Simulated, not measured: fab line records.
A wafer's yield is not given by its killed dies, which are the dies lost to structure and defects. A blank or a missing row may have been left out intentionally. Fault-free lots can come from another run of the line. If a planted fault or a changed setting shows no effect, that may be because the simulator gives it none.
Matching of chambers | flow n5 finfet | N5_BEOL_M11_CURE_71 on uv cure-03 has 3 sister chambers
The step cures SiCOH lowk, time 240 s. 3 wafers are shown with their chamber, then 8 later ones without.

## EACH WAFER AND ITS CHAMBER
wafer  | chamber | wafer_temp_C_max
L084.5 | 2       | 386.6
L092.5 | 0       | 386.7
L091.2 | 1       | 386.5

## WAFERS WITHOUT THEIR CHAMBER
wafer  | wafer_temp_C_max
L091.4 | 386.9
L091.6 | 386.8
L094.3 | 386.3
L094.4 | 386.4
L094.6 | 386.7
L093.2 | 386.7
L093.3 | 386.7
L093.4 | 386.7

## THE CHAMBER EACH PASSED THROUGH
wafer  | from the rows above          | in truth
L091.4 | can't be placed: 0 or 2 or 1 | 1
L091.6 | can't be placed: 0 or 2 or 1 | 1
L094.3 | can't be placed: 1 or 2 or 0 | 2
L094.4 | can't be placed: 1 or 2 or 0 | 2
L094.6 | can't be placed: 0 or 2 or 1 | 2
L093.2 | can't be placed: 0 or 2 or 1 | 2
L093.3 | can't be placed: 0 or 2 or 1 | 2
L093.4 | can't be placed: 0 or 2 or 1 | 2
Correctly placed: 0 of 8. These rows do not allow placing 8 (true chamber among the candidates in 8). Number placed wrongly: 0.
How it was worked out, from the rows above alone: a wafer's distance from a chamber is the root of the sum, over the readings, of the square of ((its reading less the chamber's mean) divided by the reading's scatter). The wafer belongs to the nearest chamber; if the next one is less than 2 further off, it can't be placed. The mean given for a chamber averages the wafers shown for that chamber. The scatter: with one shown wafer a chamber, the root of the mean of the squares of how far each hidden wafer lies from its nearest shown one.
